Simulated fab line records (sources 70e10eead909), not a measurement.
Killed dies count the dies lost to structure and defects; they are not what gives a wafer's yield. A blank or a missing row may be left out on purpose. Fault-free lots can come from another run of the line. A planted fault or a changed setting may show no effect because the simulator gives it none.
Matching of chambers :: flow nand_harc :: rie_diel-01 running NHARC_A_CHANNEL_HOLE_D1_ETCH_38: 4 sister chambers
The step etches the open film in CF4, target depth 39 nm, time 65 s. 8 wafers are shown with their chamber, then 9 later ones without.

WAFERS PAIRED WITH THEIR CHAMBERS
wafer: L079.1
chamber: 3
drypump_motor_current_A (A): 5.7
rf_vpp_V (V): 151.1

wafer: L082.3
chamber: 3
drypump_motor_current_A (A): 5.8
rf_vpp_V (V): 149.7

wafer: L088.4
chamber: 2
drypump_motor_current_A (A): 6.0
rf_vpp_V (V): 149.8

wafer: L088.5
chamber: 1
drypump_motor_current_A (A): 4.8
rf_vpp_V (V): 151.7

wafer: L088.6
chamber: 0
drypump_motor_current_A (A): 6.1
rf_vpp_V (V): 151.7

wafer: L091.2
chamber: 1
drypump_motor_current_A (A): 4.8
rf_vpp_V (V): 153.9

wafer: L091.3
chamber: 2
drypump_motor_current_A (A): 6.0
rf_vpp_V (V): 147.7

wafer: L091.6
chamber: 0
drypump_motor_current_A (A): 6.1
rf_vpp_V (V): 150.1

WAFERS MISSING THEIR CHAMBER
wafer: L095.3
drypump_motor_current_A (A): 5.8
rf_vpp_V (V): 150.7

wafer: L095.5
drypump_motor_current_A (A): 6.0
rf_vpp_V (V): 150.4

wafer: L095.6
drypump_motor_current_A (A): 4.8
rf_vpp_V (V): 152.7

wafer: L096.1
drypump_motor_current_A (A): 6.0
rf_vpp_V (V): 148.5

wafer: L096.2
drypump_motor_current_A (A): 6.1
rf_vpp_V (V): 148.5

wafer: L096.4
drypump_motor_current_A (A): 4.8
rf_vpp_V (V): 152.7

wafer: L096.3
drypump_motor_current_A (A): 5.8
rf_vpp_V (V): 150.5

wafer: L096.5
drypump_motor_current_A (A): 6.0
rf_vpp_V (V): 148.4

wafer: L096.6
drypump_motor_current_A (A): 5.8
rf_vpp_V (V): 150.4

WHICH CHAMBER EACH WENT THROUGH
wafer: L095.3
from the rows above: 3
in truth: 3

wafer: L095.5
from the rows above: can't be placed: 2 or 0
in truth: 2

wafer: L095.6
from the rows above: 1
in truth: 1

wafer: L096.1
from the rows above: 2
in truth: 2

wafer: L096.2
from the rows above: can't be placed: 0 or 2
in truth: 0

wafer: L096.4
from the rows above: 1
in truth: 1

wafer: L096.3
from the rows above: 3
in truth: 3

wafer: L096.5
from the rows above: 2
in truth: 2

wafer: L096.6
from the rows above: 3
in truth: 3
Placed correctly: 7 of 9. These rows do not allow placing 2 (true chamber among the candidates in 2). 0 placed wrongly.
How it was worked out, from the rows above alone: a wafer's distance from a chamber is the root of the sum, over the readings, of the square of ((its reading less the chamber's mean) divided by the reading's scatter). The wafer belongs to the nearest chamber; if the next one is less than 2 further off, it can't be placed. The mean given for a chamber averages the wafers shown for that chamber. The scatter: the root of (the sum of the squares of (reading less its chamber's mean) over the shown wafers, divided by (wafers less chambers)).
